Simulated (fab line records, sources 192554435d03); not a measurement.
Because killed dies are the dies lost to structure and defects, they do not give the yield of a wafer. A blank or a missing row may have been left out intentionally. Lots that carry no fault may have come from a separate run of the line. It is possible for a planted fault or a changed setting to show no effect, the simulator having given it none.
Chamber matching | flow n5 finfet | N5_BEOL_M13_TRENCH_ETCH_34 on rie diel-03: 4 sister chambers
The step etches SiOC in C4F8/O2/Ar, target depth 413.47 nm, time 162.6 s. 4 wafers are shown with their chamber, then 9 later ones without.

## WAFERS, EACH WITH ITS CHAMBER
wafer  | chamber | throttle valve pct (%)
L078.4 | 2       | 23.72
L079.3 | 1       | 23.74
L080.5 | 3       | 24.18
L080.6 | 0       | 24.14

## WAFERS WHOSE CHAMBER IS MISSING
wafer  | throttle valve pct (%)
L082.1 | 24.13
L082.2 | 23.75
L082.4 | 24.17
L083.1 | 23.76
L083.3 | 24.16
L083.5 | 23.78
L091.1 | 23.79
L091.3 | 23.78
L091.5 | 23.78

## WHICH CHAMBER EACH WENT THROUGH
wafer  | from the rows above     | in truth
L082.1 | can't be placed: 0 or 3 | 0
L082.2 | can't be placed: 1 or 2 | 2
L082.4 | can't be placed: 3 or 0 | 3
L083.1 | can't be placed: 1 or 2 | 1
L083.3 | can't be placed: 0 or 3 | 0
L083.5 | can't be placed: 1 or 2 | 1
L091.1 | can't be placed: 1 or 2 | 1
L091.3 | can't be placed: 1 or 2 | 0
L091.5 | can't be placed: 1 or 2 | 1
0 of 9 placed correctly. Not placeable from these rows: 9 (in 8, the candidates include the true chamber). 0 placed wrongly.
How it was worked out, from the rows above alone: a wafer's distance from a chamber is the root of the sum, over the readings, of the square of ((its reading less the chamber's mean) divided by the reading's scatter). If the next closest chamber is less than 2 further off than the closest, the wafer can't be placed; otherwise it belongs to the closest. Each chamber's mean is taken over the wafers shown for it. The scatter: root of mean squared gap, hidden wafer to nearest shown wafer, with one shown wafer a chamber.
